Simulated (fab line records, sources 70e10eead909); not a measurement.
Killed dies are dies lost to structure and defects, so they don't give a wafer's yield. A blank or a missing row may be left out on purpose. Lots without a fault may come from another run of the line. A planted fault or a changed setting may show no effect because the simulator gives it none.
One fault seen from 2 desks | flow nand_harc | each desk has only its own numbers; what lay behind them comes last

THE TOOL OWNER'S DESK: litho_track-06
The tool's own readings at NHARC_A_CHANNEL_HOLE_D1_SOFTBAKE_05 (time 55 s): means of the sampled wafers that have a number, for each lot that ran on this tool. A lot is out of limits, marked OUT, if its mean lies more than 4 standard deviations from the usual mean; the brackets give that distance.
Columns: A = chill_plate_temp_C at NHARC_A_CHANNEL_HOLE_D1_SOFTBAKE_05, usual 22.99 C; B = heater_power_total_W at NHARC_A_CHANNEL_HOLE_D1_SOFTBAKE_05, usual 188.44 W
lot  | first seen here | A     | B
L109 | day 8 14:00     | 22.91 | 188.40
L116 | day 10 01:00    | 22.96 | 194.90 (+46) OUT
L114 | day 10 02:00    | 23.08 | 194.74 (+45) OUT
L131 | day 14 03:00    | 22.99 | 188.58
This desk's finding: out of limits on L114, L116; first on L116, day 10 01:00 (heater_power_total_W at NHARC_A_CHANNEL_HOLE_D1_SOFTBAKE_05). In limits: L109, L131.

THE METROLOGY DESK
What the gauges read, lot by lot, whatever tool the lot ran on: means of the sampled wafers that have a number. A lot is out of limits, marked OUT, if its mean lies more than 4 standard deviations from the usual mean; the brackets give that distance.
Columns: A = overlay_x_nm at NHARC_P_BONDPAD_OVL_MEAS_38, usual 1 nm; B = overlay_y_nm at NHARC_P_BONDPAD_OVL_MEAS_38, usual -1 nm
lot  | first seen here | A   | B
L108 | day 6 09:36     | 13  | 1
L109 | day 6 19:02     | 9   | -7
L110 | day 6 19:19     | 1   | -2
L114 | day 8 00:40     | -4  | 4
L116 | day 8 05:37     | 3   | -3
L122 | day 10 04:05    | 1   | -9
L123 | day 10 04:29    | -15 | 1
L125 | day 10 22:03    | -3  | 3
L127 | day 11 12:14    | 7   | -1
L126 | day 11 12:55    | -2  | -3
L129 | day 11 14:25    | 1   | 7
L130 | day 11 20:17    | -3  | -0
L131 | day 12 04:28    | -3  | -3
This desk's finding: nothing out of limits on any of the 13 lots.

PUT TOGETHER
The tool owner's desk could have raised an alarm at day 10 01:00, on L114, L116.
The metrology desk saw nothing out of limits.
The metrology desk has L114, L116 on record, within its limits.
Of the lots named, all ran NHARC_A_CHANNEL_HOLE_D1_SOFTBAKE_05 on litho_track-06.

WHAT THE SIMULATOR HAD PUT IN
Process parameter drift: litho_track-06, from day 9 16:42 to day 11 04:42, at NHARC_A_CHANNEL_HOLE_D1_SOFTBAKE_05. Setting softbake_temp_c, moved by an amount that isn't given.
Lots struck among those shown: L114, L116.
Hours from the fault's start to each desk's first reading out of limits: the tool owner's desk, 8.
